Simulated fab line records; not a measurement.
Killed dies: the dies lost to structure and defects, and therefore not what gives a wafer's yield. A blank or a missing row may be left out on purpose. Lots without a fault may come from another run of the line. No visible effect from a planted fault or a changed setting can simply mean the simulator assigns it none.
Chamber matching || flow nand harc || 4 sister chambers for NHARC_P_M2_DESCUM_14 on rie diel-13
The step chemistry O2, time 3 s. 8 wafers are shown with their chamber, then 12 later ones without.

## WAFERS, EACH WITH ITS CHAMBER
{"wafer": "L086.5", "chamber": 0, "showerhead plenum p Torr (Torr)": 2.02, "drypump motor current A (A)": 6.5}
{"wafer": "L087.6", "chamber": 1, "showerhead plenum p Torr (Torr)": 1.98, "drypump motor current A (A)": 5.9}
{"wafer": "L088.1", "chamber": 2, "showerhead plenum p Torr (Torr)": 1.79, "drypump motor current A (A)": 6.1}
{"wafer": "L088.2", "chamber": 1, "showerhead plenum p Torr (Torr)": 1.98, "drypump motor current A (A)": 5.8}
{"wafer": "L088.5", "chamber": 3, "showerhead plenum p Torr (Torr)": 1.98, "drypump motor current A (A)": 5.5}
{"wafer": "L088.3", "chamber": 3, "showerhead plenum p Torr (Torr)": 1.98, "drypump motor current A (A)": 5.5}
{"wafer": "L088.4", "chamber": 0, "showerhead plenum p Torr (Torr)": 2.01, "drypump motor current A (A)": 6.4}
{"wafer": "L088.6", "chamber": 2, "showerhead plenum p Torr (Torr)": 1.79, "drypump motor current A (A)": 6.1}

## WAFERS MISSING THEIR CHAMBER
{"wafer": "L089.3", "showerhead plenum p Torr (Torr)": 2.01, "drypump motor current A (A)": 6.5}
{"wafer": "L089.4", "showerhead plenum p Torr (Torr)": 1.79, "drypump motor current A (A)": 6.1}
{"wafer": "L089.5", "showerhead plenum p Torr (Torr)": 1.98, "drypump motor current A (A)": 5.6}
{"wafer": "L090.2", "showerhead plenum p Torr (Torr)": 1.98, "drypump motor current A (A)": 5.8}
{"wafer": "L090.3", "showerhead plenum p Torr (Torr)": 2.01, "drypump motor current A (A)": 6.5}
{"wafer": "L090.6", "showerhead plenum p Torr (Torr)": 1.79, "drypump motor current A (A)": 6.1}
{"wafer": "L093.2", "showerhead plenum p Torr (Torr)": 2.01, "drypump motor current A (A)": 6.5}
{"wafer": "L093.3", "showerhead plenum p Torr (Torr)": 1.98, "drypump motor current A (A)": 5.8}
{"wafer": "L093.4", "showerhead plenum p Torr (Torr)": 1.79, "drypump motor current A (A)": 6.1}
{"wafer": "L097.1", "showerhead plenum p Torr (Torr)": 1.78, "drypump motor current A (A)": 6.1}
{"wafer": "L097.3", "showerhead plenum p Torr (Torr)": 1.97, "drypump motor current A (A)": 5.6}
{"wafer": "L097.5", "showerhead plenum p Torr (Torr)": 1.98, "drypump motor current A (A)": 5.9}

## EACH ONE'S CHAMBER
{"wafer": "L089.3", "from the rows above": 0, "in truth": 0}
{"wafer": "L089.4", "from the rows above": 2, "in truth": 2}
{"wafer": "L089.5", "from the rows above": 3, "in truth": 3}
{"wafer": "L090.2", "from the rows above": 1, "in truth": 1}
{"wafer": "L090.3", "from the rows above": 0, "in truth": 0}
{"wafer": "L090.6", "from the rows above": 2, "in truth": 2}
{"wafer": "L093.2", "from the rows above": 0, "in truth": 0}
{"wafer": "L093.3", "from the rows above": 1, "in truth": 1}
{"wafer": "L093.4", "from the rows above": 2, "in truth": 2}
{"wafer": "L097.1", "from the rows above": 2, "in truth": 2}
{"wafer": "L097.3", "from the rows above": 3, "in truth": 3}
{"wafer": "L097.5", "from the rows above": 1, "in truth": 1}
Correctly placed: 12 of 12. Not placeable from these rows: 0. 0 placed wrongly.
How it was worked out, from the rows above alone: a wafer's distance from a chamber is the root of the sum, over the readings, of the square of ((its reading less the chamber's mean) divided by the reading's scatter). If the next closest chamber is less than 2 further off than the closest, the wafer can't be placed; otherwise it belongs to the closest. A chamber's mean is the mean of its shown wafers. The scatter is the square root of a quotient: the sum, over the shown wafers, of each reading's squared deviation from its chamber's mean, divided by wafers minus chambers.
